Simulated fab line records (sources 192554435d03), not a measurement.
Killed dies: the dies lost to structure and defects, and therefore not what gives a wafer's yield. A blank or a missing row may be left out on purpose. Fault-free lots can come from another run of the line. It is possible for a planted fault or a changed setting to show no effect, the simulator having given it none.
Split-lot trial + flow n5-finfet + on a route of 1938 steps: 7 lots, 39 wafers read

## THE SPLIT ITSELF
At N5_BEOL_M4_PECVD_72 (deposits SiO2 from TEOS/O2, target thk 16 nm, time 18 s), the setting time-s was moved away from the recipe's 18 s on 18 of the 39 wafers read, by -37.4% to +49.1%. This setting was run at the recipe's value on the other wafers.

The reading comes from the split's own step.

## THE READING
SiO2_of_BEOL_M4_PECVD_72.thk-nm (the simulator's own value, which no gauge read), in nm, at N5_BEOL_M4_PECVD_72 (deposits SiO2 from TEOS/O2, target thk 16 nm, time 18 s). There is no usual value for it anywhere in the file. Across the 21 wafers here that went through the recipe, the average is 16.1 nm and the standard deviation 0.31 nm.

| wafer  | tool, chamber at the split | time-s as run, s | against the recipe | SiO2_of_BEOL_M4_PECVD_72.thk-nm, nm | against lot-mates on the recipe |
|--------|----------------------------|------------------|--------------------|-------------------------------------|---------------------------------|
| L074.1 | pecvd-04, 2                | 18               | recipe             | 16                                  | -                               |
| L074.2 | pecvd-04, 1                | 18               | recipe             | 16.2                                | -                               |
| L074.5 | pecvd-04, 1                | 18               | recipe             | 16.6                                | -                               |
| L080.1 | pecvd-01, 0                | 25.05            | +39.2%             | 21.6                                | +5.9                            |
| L080.2 | pecvd-01, 2                | 25.05            | +39.2%             | 21.4                                | +5.7                            |
| L080.3 | pecvd-01, 1                | 18               | recipe             | 15.2                                | -                               |
| L080.4 | pecvd-01, 0                | 25.05            | +39.2%             | 21.8                                | +6.1                            |
| L080.5 | pecvd-01, 2,1              | 18               | recipe             | 16                                  | -                               |
| L080.6 | pecvd-01, 2,1              | 18               | recipe             | 16                                  | -                               |
| L081.1 | pecvd-01, 1,2              | 18               | recipe             | 15.8                                | -                               |
| L081.5 | pecvd-01, 1,2              | 18               | recipe             | 15.8                                | -                               |
| L081.2 | pecvd-01, 2                | 18               | recipe             | 15.6                                | -                               |
| L081.3 | pecvd-01, 0,0,1            | 11.26            | -37.4%             | 10.2                                | -5.5                            |
| L081.4 | pecvd-01, 0,0,1            | 11.26            | -37.4%             | 10.2                                | -5.5                            |
| L081.6 | pecvd-01, 0,0,1            | 11.26            | -37.4%             | 10.2                                | -5.5                            |
| L086.1 | pecvd-02, 2                | 24.06            | +33.7%             | 21.4                                | +5.2                            |
| L086.2 | pecvd-02, 1                | 18               | recipe             | 16.2                                | -                               |
| L086.3 | pecvd-02, 0                | 18               | recipe             | 16                                  | -                               |
| L086.4 | pecvd-02, 0                | 18               | recipe             | 16.4                                | -                               |
| L086.5 | pecvd-02, 2,1              | 24.06            | +33.7%             | 21.6                                | +5.4                            |
| L086.6 | pecvd-02, 2,1              | 24.06            | +33.7%             | 21.6                                | +5.4                            |
| L088.1 | pecvd-04, 2                | 26.43            | +46.8%             | 23.2                                | +7.1                            |
| L088.2 | pecvd-04, 0                | 26.43            | +46.8%             | 23                                  | +6.9                            |
| L088.3 | pecvd-04, 1                | 18               | recipe             | 15.8                                | -                               |
| L088.4 | pecvd-04, 0,1              | 18               | recipe             | 16.2                                | -                               |
| L088.6 | pecvd-04, 0,1              | 18               | recipe             | 16.2                                | -                               |
| L088.5 | pecvd-04, 2                | 26.43            | +46.8%             | 23.6                                | +7.5                            |
| L093.1 | pecvd-02, 2                | 26.83            | +49.1%             | 23.4                                | +7.2                            |
| L093.2 | pecvd-02, 0                | 26.83            | +49.1%             | 23.2                                | +7.0                            |
| L093.3 | pecvd-02, 0                | 18               | recipe             | 16                                  | -                               |
| L093.4 | pecvd-02, 2                | 18               | recipe             | 16.4                                | -                               |
| L093.5 | pecvd-02, 2                | 18               | recipe             | 16.2                                | -                               |
| L093.6 | pecvd-02, 0                | 26.83            | +49.1%             | 23.6                                | +7.4                            |
| L096.1 | pecvd-04, 1,2              | 18               | recipe             | 16.4                                | -                               |
| L096.5 | pecvd-04, 1,2              | 18               | recipe             | 16.4                                | -                               |
| L096.2 | pecvd-04, 2                | 18               | recipe             | 16.2                                | -                               |
| L096.3 | pecvd-04, 0                | 22.56            | +25.3%             | 19.8                                | +3.5                            |
| L096.4 | pecvd-04, 0,1              | 22.56            | +25.3%             | 20.4                                | +4.1                            |
| L096.6 | pecvd-04, 0,1              | 22.56            | +25.3%             | 20.4                                | +4.1                            |
If several chambers appear in one row, that row covers several wafers at once and the file leaves open which wafer was in which chamber.

FIT RESULTS
A straight line over all 39 wafers: SiO2_of_BEOL_M4_PECVD_72.thk-nm changes by +0.153 nm for each +1% of time-s; r = +1.00; the points scatter about the line by 0.33 nm.
The same after taking each lot's own level away (the mean of its wafers on the recipe; 39 wafers): +0.15 nm for each +1%; r = +1.00; scatter 0.23 nm.
On that fit, the largest move of time-s shifts the reading by 7.4 nm.
Measured against the standard deviation above, the lots' own levels, which go from 15.73 to 16.33 nm, span 1.9 times it.
So the lot-to-lot level changes the slope little: the two slopes agree.
Check: +7.43 nm against its lot-mates is what the line predicts for one of the wafers moved furthest among these (+49.1%) when that wafer is left out of the fit. Against them it came out at +7.2 nm.

## OTHER SPLITS ON THESE WAFERS
Other splits were also applied to these wafers ahead of the reading. Each is held against what the fit with the lots' levels taken away leaves over:
| other split on the same wafers     | wafers away from the commonest value | r with SiO2_of_BEOL_M4_PECVD_72.thk-nm (lot level and that fit taken away) |
|------------------------------------|--------------------------------------|----------------------------------------------------------------------------|
| N5_ZERO_LAYER_PECVD_02 time-s      | 12                                   | +0.13                                                                      |
| N5_FIN_SAQP_HM_DEP_03 time-s       | 12                                   | +0.10                                                                      |
| N5_SD_EPI_N_ETCH_16 target-depth-a | 12                                   | -0.25                                                                      |
| N5_HKMG_FIN_ALD_71 ald-cycles      | 12                                   | +0.23                                                                      |
| N5_MOL_CONTACT_COAG_ALD_27 time-s  | 18                                   | -0.16                                                                      |
| N5_BEOL_M1_ILD_DEP_00 target-thk-a | 12                                   | +0.03                                                                      |

## FILE'S OWN FIT
SiO2_of_BEOL_M4_PECVD_72.thk-nm changes by +0.151 nm for each +1% of time-s, r = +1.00.
